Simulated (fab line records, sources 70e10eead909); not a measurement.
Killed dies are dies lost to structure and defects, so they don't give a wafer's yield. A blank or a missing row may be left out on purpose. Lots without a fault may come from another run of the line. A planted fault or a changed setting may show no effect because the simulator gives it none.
Problem report in the 8D (eight disciplines) form, filled by code | flow nand_harc | the parts of the form that need people (team, actions taken, sign-off) are left out

1. THE PROBLEM
raw_defect_count at NHARC_P_STI_INSPECT_11 reads a mean of 745.3 on 6 wafers of 2 lots; wafers without a fault read 5.5 with a standard deviation of 2.7. That is +99 or more standard deviations from the usual mean.
First seen on wafer L510.2, day 7 20:37, on defect_inspect-02. The record holds 36 wafers of 12 lots with a number at this step. Rule for "out", or "out of limits": more than 4 standard deviations from the usual mean. The other wafers with a number count as sound.

2. WHAT IT IS AND WHAT IT IS NOT
question                    | is                     | is not
which readings at this step | raw_defect_count       | -
which lots                  | L510, L511             | L498, L501, L503, L504, L506, L508, L518, L519, L520, L521
which wafers of those lots  | all that have a number | -
read on which gauges        | defect_inspect-02      | defect_inspect-01
when                        | from day 7 20:37       | up to then (18 sound wafers); but 12 sound wafers of L518, L519, L520, L521 came after

3. SUSPECTS, AND WHAT RULES EACH OUT
Counting: a tool at a process step up to the reading stays a suspect if it ran every lot that is out and no sound lot after the first of them.
- the gauge at NHARC_P_STI_INSPECT_11: ruled out. All the wafers that are out were read on defect_inspect-02, but those of them that NHARC_END_SORT_01 has rows for are out there too, on other tools.
- furnace-07 at NHARC_P_STI_OXIDE_29 (material SiO2, target thk 10 nm, ox time 1362 s): ruled out as a lasting fault. Sound lots L519, L520, L521 ran on it after its first lot that is out, L510 (day 7 09:11).
Left after counting: nothing in the record.

4. THE CAUSE (what the simulator had put in)
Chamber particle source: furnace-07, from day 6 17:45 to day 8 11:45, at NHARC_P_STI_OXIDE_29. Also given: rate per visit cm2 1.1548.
Counting ruled it out, wrongly: the rule takes a fault to strike every lot that its tool runs from its start on, and this one did not.

5. THE CHAIN OF EFFECTS, in route order
Each row: a reading whose mean over the struck wafers that have a number lies more than 3 standard deviations from the usual. Only readings for which the record gives a usual standard deviation are gone through. hours: the time from each lot's start at the first step in this table that gives one to its start at this step, as a median over the lots. sigmas: the change in usual standard deviations.
hours | step                   | reading             | usual | on struck wafers | change | sigmas
0     | NHARC_P_STI_INSPECT_11 | raw_defect_count    | 5.5   | 745.3            | +739.8 | +99 or more
520   | NHARC_END_SORT_01      | killed_at_periphery | 3.2   | 427.7            | +424.5 | +99 or more
520   | NHARC_END_SORT_01      | killed_dies         | 57    | 464              | +407   | +24

6. WHAT WOULD HAVE CAUGHT IT SOONER
In this record the first reading out of limits at a measuring or inspecting step was taken at day 7 20:37, 27 hours after the fault began at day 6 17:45.
Of the tool readings at NHARC_P_STI_OXIDE_29 for which the record gives a usual standard deviation, none was out on any struck wafer, so an alarm limit of 4 standard deviations on them would not have fired.
